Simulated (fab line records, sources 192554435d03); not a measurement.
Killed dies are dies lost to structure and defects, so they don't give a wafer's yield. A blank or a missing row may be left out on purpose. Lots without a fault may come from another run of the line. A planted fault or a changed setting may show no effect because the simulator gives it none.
fab line records | flow n5_finfet
record lots=9 wafers=27 last_day=18
route steps=1938 shown BEOL_M4@1057
lots that met no fault: from a run of the same line without faults
start_h: hours from the record's first day to the start of the lot's first wafer shown | wait_h: hours since the lot's step before | " the same as in the row above | L1.1+2: a row that stands for several wafers | - no value, or no start given | * or withheld: withheld | < > ~ a bound
route shown NAME@n: a module of which the file shows steps, and the number in the route of the first | usual: mean/standard deviation of fault-free wafers | same: alike in all rows | chamber/n: place in a boat | sites: the reading at each site | _std_site: their standard deviation | _edge_site: outer sites' mean less inner sites' | radius_mm: how far each site lies from the wafer's centre | mask NAME#n: copy n | behind: the tool/chamber that last shaped the wafer | hold: why the lot was held/for how many hours/how that ended | device: the transistor (n, p or np) that didn't switch | end of line: the same wafers' tests at the end of the route | a step without rows: its recipe alone | killed: dies lost to structure and defects at the first sort, not the wafer's yield | map: a wafer's dies, x killed, . not, _ none there
set.NAME: the setting as run; set.NAME@STEP: as run at that earlier step | model.NAME: the simulator's own value behind a step, which no gauge read
steps of the route over a sample of lots; a table a step, a row a wafer
services: from which hour (start_h, from the record's first day; less than 0 if before it) a tool's chamber was out of use, for how many hours, and why
## steps
# step N5_BEOL_M4_OVL_MEAS_29
# recipe points_per_wafer=522
# usual V3_OVL=0.1/0.71
# columns lot.wafer tool chamber start_h wait_h V3_OVL[nm]
L731.1 overlay-01 0 194.72 0.0 0.7
L731.2 " 0 " " -0.2
L731.5 " 0 " " 0.5
L732.1 overlay-02 0 197.23 0.0 -0.7
L732.3 " 0 " " -0.8
L732.6 " 0 " " -0.8
L733.1 overlay-02 0 201.47 0.0 -0.5
L733.4 " 0 " " 0.3
L733.5 " 0 " " 0.2
L738.3 overlay-01 0 238.92 0.0 0.7
L738.5 " 0 " " 1.0
L738.6 " 0 " " 0.1
L739.2 overlay-01 0 239.25 0.0 0.1
L739.5 " 0 " " 0.3
L739.6 " 0 " " 0.1
L744.1 overlay-01 0 266.66 0.0 -0.6
L744.3 " 0 " " 0.7
L744.5 " 0 " " 0.5
L748.2 overlay-02 0 290.72 0.0 0.9
L748.3 " 0 " " -0.2
L748.6 " 0 " " 0.3
L749.1 overlay-01 0 297.04 0.0 0.4
L749.2 " 0 " " -0.6
L749.4 " 0 " " -0.1
L750.4 overlay-01 0 300.98 0.0 0.3
L750.5 " 0 " " 0.9
L750.6 " 0 " " 2.1
# step N5_BEOL_M4_DESCUM_33
# recipe chemistry=O2 time_s=7 source_power_w=50 bias_power_w=20 pressure_mtorr=20 rf_frequency_hz=2.712e+07 temp_c=40 resist=CAR-EUV o2_flow_sccm=225
# usual drypump_motor_current_A=5.7/0.44 o2_flow_sccm=225.0/0.75 oes_product_au=0.83/0.09 rf_vpp_V=242.7/1.2 showerhead_plenum_p_Torr=2.07/0.063 throttle_valve_pct=20.43/0.26
# columns lot.wafer tool chamber start_h wait_h drypump_motor_current_A o2_flow_sccm oes_product_au rf_hours_counter_h rf_vpp_V showerhead_plenum_p_Torr throttle_valve_pct
L731.1 rie_diel-03 0 195.05 0.3 5.2 225.1 0.71 201 241.3 1.98 20.34
L731.2 " 2 " " 5.8 225.4 0.98 2 246.7 2.25 20.51
L731.5 " 2 " " 5.8 225.1 0.98 - 246.1 2.25 20.50
L732.1 rie_diel-06 3 197.32 0.0 6.0 224.9 0.66 237 243.1 2.09 20.97
L732.3 " 1 " " 5.8 226.0 0.69 224 243.3 2.06 20.55
L732.6 " 3 " " 6.0 224.5 0.66 - 243.8 2.09 20.96
L733.1 rie_diel-01 3 201.56 0.0 6.1 226.1 0.82 85 242.2 2.03 20.05
L733.4 " 1 " " 6.3 224.7 0.94 6 242.8 2.06 20.34
L733.5 " 1 " " 6.3 225.3 0.94 - 242.8 2.06 20.34
L738.3 rie_diel-01 3 239.65 0.7 6.1 224.8 0.81 95 243.5 2.03 20.06
L738.5 " 2 " " 5.7 223.9 0.87 - 242.9 2.06 20.66
L738.6 " 3 " " 6.1 225.1 0.81 - 243.0 2.03 20.08
L739.2 rie_diel-01 1 239.87 0.6 6.3 224.4 0.91 18 242.4 2.06 20.35
L739.5 " 1 " " 6.3 223.2 0.91 - 243.5 2.06 20.34
L739.6 " 2 " " 5.8 225.0 0.86 - 240.1 2.06 20.66
L744.1 rie_diel-01 1 266.75 0.0 6.3 226.1 0.89 30 243.0 2.05 20.35
L744.3 " 0 " " 4.9 225.2 0.95 3 241.3 2.05 20.51
L744.5 " 2 " " 5.8 225.1 0.85 - 243.2 2.06 20.68
L748.2 rie_diel-03 2 290.80 0.0 5.8 224.3 0.93 19 245.1 2.24 20.54
L748.3 " 0 " " 5.2 225.8 0.69 224 240.9 1.97 20.38
L748.6 " 2 " " 5.8 224.7 0.92 - 244.9 2.24 20.53
L749.1 rie_diel-01 2 297.19 0.1 5.8 225.0 0.83 70 242.8 2.06 20.70
L749.2 " 3 " " 6.1 225.0 0.79 117 240.8 2.02 20.11
L749.4 " 0 " " 4.9 224.5 0.91 13 242.3 2.05 20.52
L750.4 rie_diel-01 3 301.06 0.0 6.1 224.8 0.79 118 240.9 2.02 20.12
L750.5 " 2 " " 5.8 224.6 0.84 - 241.6 2.06 20.70
L750.6 " 3 " " 6.1 224.9 0.78 - 242.8 2.02 20.11
# step N5_BEOL_M4_ALD_98
# recipe material=SiO2 target_thk_a=25 temp_c=100 ald_precursor_family=BDEAS ald_co_reactant=O2-plasma pulse_time_s=1 co_reactant_pulse_time_s=1 purge_time_s=2 co_reactant_purge_time_s=2 ald_cycles=17 pressure_torr=2
# usual heater_power_outer_w=40/4.2 heater_power_w=78/7 precursor_pulse_height_rel=1.000/0.019 susceptor_temp_C=100.01/0.14
# columns lot.wafer tool chamber start_h wait_h heater_power_outer_w heater_power_w precursor_pulse_height_rel since_wet_clean_h susceptor_temp_C
L731.1 ald_sin-02 0 195.18 0.1 36 72 0.977 96 100.12
L731.2 " 3 " " 41 74 1.029 96 99.99
L731.5 " 3 " " 41 76 0.979 - 100.07
L732.1 ald_sin-01 0 197.46 0.1 38 78 1.006 190 99.82
L732.3 " 2 " " 39 75 0.994 190 100.01
L732.6 " 2 " " 38 74 1.005 - 99.76
L733.1 ald_sin-01 0 201.70 0.1 41 74 0.976 194 100.02
L733.4 " 2 " " 39 75 1.028 194 100.21
L733.5 " 1 " " 41 79 1.021 - 100.16
L738.3 ald_sin-04 1 240.39 0.7 36 68 1.005 50 100.01
L738.5 " 1 " " 36 67 1.007 - 100.04
L738.6 " 0 " " 31 62 1.012 - 99.78
L739.2 ald_sin-02 3 240.40 0.4 41 75 1.013 141 99.84
L739.5 " 2 " " 47 80 1.004 - 100.04
L739.6 " 1 " " 40 84 0.961 - 99.93
L744.1 ald_sin-02 3 266.89 0.1 40 76 0.999 168 99.92
L744.3 " 1 " " 40 81 1.000 168 100.10
L744.5 " 2 " " 48 79 1.022 - 99.96
L748.2 ald_sin-02 0 290.94 0.1 38 71 1.034 192 99.92
L748.3 " 2 " " 40 66 0.996 192 91.62
L748.6 " 3 " " 40 77 1.031 - 99.98
L749.1 ald_sin-02 1 297.32 0.1 39 84 1.004 198 100.02
L749.2 " 3 " " 40 74 1.003 198 99.90
L749.4 " 2 " " 39 65 1.017 198 91.80
L750.4 ald_sin-04 3 301.66 0.5 39 78 0.971 111 99.95
L750.5 " 2 " " 37 79 0.992 - 100.06
L750.6 " 3 " " 39 79 1.003 - 100.24
# step N5_BEOL_M4_STRIP_36
# recipe chemistry=N2/H2 power_w=450 temp_c=40 pressure_mtorr=20 rf_frequency_hz=6e+07 overash_fraction=0.3 bias_power_w=7 h2_frac=0.5 n2_flow_sccm=200 h2_flow_sccm=200
# usual drypump_motor_current_A=5.7/0.46 oes_product_au=0.82/0.086 power_w=449.9/1.3 rf_vpp_V=58.9/1.3 showerhead_plenum_p_Torr=2.49/0.062 throttle_valve_pct=23.5/0.32
# columns lot.wafer tool chamber start_h wait_h drypump_motor_current_A oes_product_au power_w rf_hours_counter_h rf_vpp_V showerhead_plenum_p_Torr throttle_valve_pct
L731.1 rie_diel-01 1 200.16 0.0 6.3 0.93 450.4 6 61.4 2.47 23.2
L731.2 " 2 " " 5.8 0.87 451.2 36 59.2 2.46 23.6
L731.5 " 3 " " 6.1 0.82 452.6 - 58.2 2.46 23.2
L732.1 rie_diel-06 2 202.77 0.0 4.9 0.90 449.6 49 59.2 2.58 23.9
L732.3 " 0 " " 5.7 0.78 448.1 125 59.3 2.43 23.2
L732.6 " 0 " " 5.8 0.78 447.0 - 57.7 2.43 23.2
L733.1 rie_diel-06 3 238.90 0.0 6.0 0.65 450.2 248 56.1 2.49 24.0
L733.4 " 1 " " 5.7 0.67 449.8 233 60.0 2.48 23.7
L733.5 " 3 " " 6.0 0.66 450.4 - 57.6 2.49 24.0
L738.3 rie_diel-06 1 242.48 0.0 5.8 0.67 451.4 234 58.1 2.48 23.7
L738.5 " 1 " " 5.8 0.69 451.1 - 58.8 2.48 23.7
L738.6 " 0 " " 5.8 0.77 450.3 - 60.2 2.43 23.2
L739.2 rie_diel-06 2 244.55 0.0 4.9 0.88 449.6 63 60.7 2.58 24.0
L739.5 " 2 " " 4.9 0.88 451.8 - 60.7 2.58 24.0
L739.6 " 1 " " 5.8 0.69 450.5 - 59.9 2.48 23.7
L744.1 rie_diel-01 1 275.53 0.0 6.3 0.89 451.1 33 57.3 2.46 23.2
L744.3 " 2 " " 5.8 0.84 447.9 62 59.6 2.45 23.6
L744.5 " 3 " " 6.1 0.80 448.6 - 60.7 2.45 23.2
L748.2 rie_diel-01 2 295.38 0.0 5.8 0.84 451.4 69 60.6 2.45 23.6
L748.3 " 0 " " 4.9 0.91 448.9 13 59.2 2.49 23.8
L748.6 " 2 " " 5.7 0.84 450.3 - 60.7 2.45 23.6
L749.1 rie_diel-01 3 300.60 0.0 6.1 0.79 452.4 118 57.9 2.45 23.3
L749.2 " 0 " " 4.8 0.90 449.5 14 58.1 2.49 23.8
L749.4 " 1 " " 6.3 0.86 450.2 41 59.2 2.45 23.3
L750.4 rie_diel-01 3 303.97 0.0 6.1 0.79 448.4 119 59.4 2.44 23.3
L750.5 " 0 " " 4.9 0.92 449.6 - 60.0 2.49 23.8
L750.6 " 1 " " 6.3 0.86 447.7 - 58.9 2.45 23.3
# step N5_BEOL_M4_RC_MEAS_101
# usual DIBL_N=35.6/1.7 DIBL_P=35.0/2 IOFF_N=0.148/0.027 IOFF_P=0.19/0.032 ION_N=671/14 ION_P=460/9.1 SS_N=71.3/0.62 SS_P=73.0/0.64 VT_N=251/3.2 VT_P=-251.5/2.9
# columns lot.wafer tool chamber start_h wait_h DIBL_N[mV/V] DIBL_P[mV/V] IOFF_N[nA/um] IOFF_P[nA/um] ION_N[uA/um] ION_P[uA/um] SS_N[mV/dec] SS_P[mV/dec] VT_N[mV] VT_P[mV]
L731.1 prober-01 0 205.35 0.0 33.6 31.9 0.105 0.15 636 438 70.7 72.2 258 -257.1
L731.2 " 0 " " 34.8 34.4 0.125 0.18 660 452 70.5 73.2 251 -251.7
L731.5 " 0 " " 35.2 33.7 0.122 0.17 650 452 70.6 72.0 254 -253.8
L732.1 prober-01 0 207.20 0.0 38.2 38.9 0.168 0.20 692 473 72.1 73.6 250 -252.7
L732.3 " 0 " " 38.3 39.4 0.180 0.22 685 466 71.9 73.4 248 -253.7
L732.6 " 0 " " 37.6 38.2 0.164 0.20 687 465 71.9 73.0 249 -252.6
L733.1 prober-01 0 244.91 0.0 33.9 34.3 0.132 0.17 655 446 70.6 72.2 255 -254.2
L733.4 " 0 " " 31.4 32.1 0.109 0.15 667 453 70.2 71.5 253 -253.2
L733.5 " 0 " " 32.5 33.4 0.121 0.16 668 458 70.2 72.0 252 -253.3
L738.3 prober-01 0 248.31 0.3 33.8 34.1 0.140 0.22 674 467 71.2 73.1 250 -246.6
L738.5 " 0 " " 34.2 34.7 0.161 0.23 690 472 71.3 73.4 245 -246.9
L738.6 " 0 " " 37.2 38.8 0.214 0.31 680 473 72.0 74.6 245 -244.7
L739.2 prober-01 0 249.09 0.6 34.4 36.7 0.149 0.25 679 471 71.1 74.1 249 -246.7
L739.5 " 0 " " 31.1 31.3 0.094 0.16 650 460 71.0 71.8 257 -249.5
L739.6 " 0 " " 35.0 36.3 0.163 0.24 687 472 71.4 73.4 248 -247.2
L744.1 prober-01 0 280.14 0.0 36.7 34.2 0.161 0.21 658 451 72.0 73.1 252 -249.6
L744.3 " 0 " " 33.8 31.8 0.117 0.17 660 452 71.2 72.4 252 -252.6
L744.5 " 0 " " 33.4 31.3 0.114 0.16 639 447 70.4 72.5 253 -253.5
L748.2 prober-01 0 300.09 0.2 36.7 34.2 0.147 0.18 655 454 71.5 72.7 252 -250.2
L748.3 " 0 " " 35.0 33.5 0.138 0.17 693 474 70.8 72.3 250 -252.8
L748.6 " 0 " " 35.3 34.1 0.133 0.18 682 476 70.5 72.9 252 -251.4
L749.1 prober-02 0 305.23 0.0 36.7 35.9 0.157 0.22 692 478 71.1 72.7 247 -249.6
L749.2 " 0 " " 35.5 34.2 0.119 0.18 662 458 70.5 72.3 253 -251.4
L749.4 " 0 " " 40.2 40.5 0.222 0.30 692 475 72.3 73.4 247 -244.4
L750.4 prober-02 0 308.85 0.5 34.3 32.5 0.125 0.17 661 453 71.1 72.1 250 -253.9
L750.5 " 0 " " 36.1 34.7 0.166 0.21 677 458 71.4 72.9 245 -248.5
L750.6 " 0 " " 33.4 31.5 0.114 0.16 662 460 70.9 71.8 254 -254.1
## services
# columns tool chamber start_h hours kind
ald_sin-04 - 176.75 14.0 pm
ald_sin-04 0 176.75 14.0 vent_cycle
ald_sin-04 1 176.75 14.0 vent_cycle
ald_sin-04 2 176.75 14.0 vent_cycle
rie_diel-03 2 201.74 28.7 repair
rie_diel-06 1 214.36 13.2 repair
rie_diel-03 - 219.88 28.1 pm
ald_sin-02 3 223.43 9.2 repair
rie_diel-01 0 238.87 - clean
rie_diel-01 0 238.87 - consumable_replace:focus_ring
rie_diel-01 0 238.87 17.9 scheduled_down
rie_diel-01 0 238.87 17.9 vent_cycle
rie_diel-06 3 242.28 - clean
rie_diel-06 3 242.28 - consumable_replace:focus_ring
rie_diel-06 3 242.28 19.6 scheduled_down
rie_diel-06 3 242.28 19.6 vent_cycle
ald_sin-04 - 247.26 2.8 pm
ald_sin-04 1 256.51 4.2 repair
ald_sin-01 0 261.75 12.5 repair
ald_sin-02 - 261.90 1.5 repair
rie_diel-06 1 282.21 - clean
rie_diel-06 1 282.21 - consumable_replace:focus_ring
rie_diel-06 1 282.21 13.8 scheduled_down
rie_diel-06 1 282.21 13.8 vent_cycle
## key
first_sign step=N5_BEOL_M4_ALD_98 reading=susceptor_temp_C direction=down sigmas=60 usual=* struck=*
effect none on later readings
met_at N5_BEOL_M4_ALD_98
struck_lots L748,L749
struck_wafers L748.3,L749.4
baseline_loss step=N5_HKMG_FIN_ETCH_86 wafers=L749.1
not_acting_at N5_BEOL_M4_OVL_MEAS_29,N5_BEOL_M4_DESCUM_33,N5_BEOL_M4_STRIP_36
onset_between 266.89 290.94
fault kind=process_parameter_drift tool=ald_sin-02 chamber=2 onset_h=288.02 steps=N5_BEOL_M4_ALD_98 channel=temp_c offset=* shape=step end_h=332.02 acts_in=* stated=*
# baseline_loss: these wafers lose ten dies or more at that step, a loss of the line's own and not of a fault; the sort's usual values leave them out
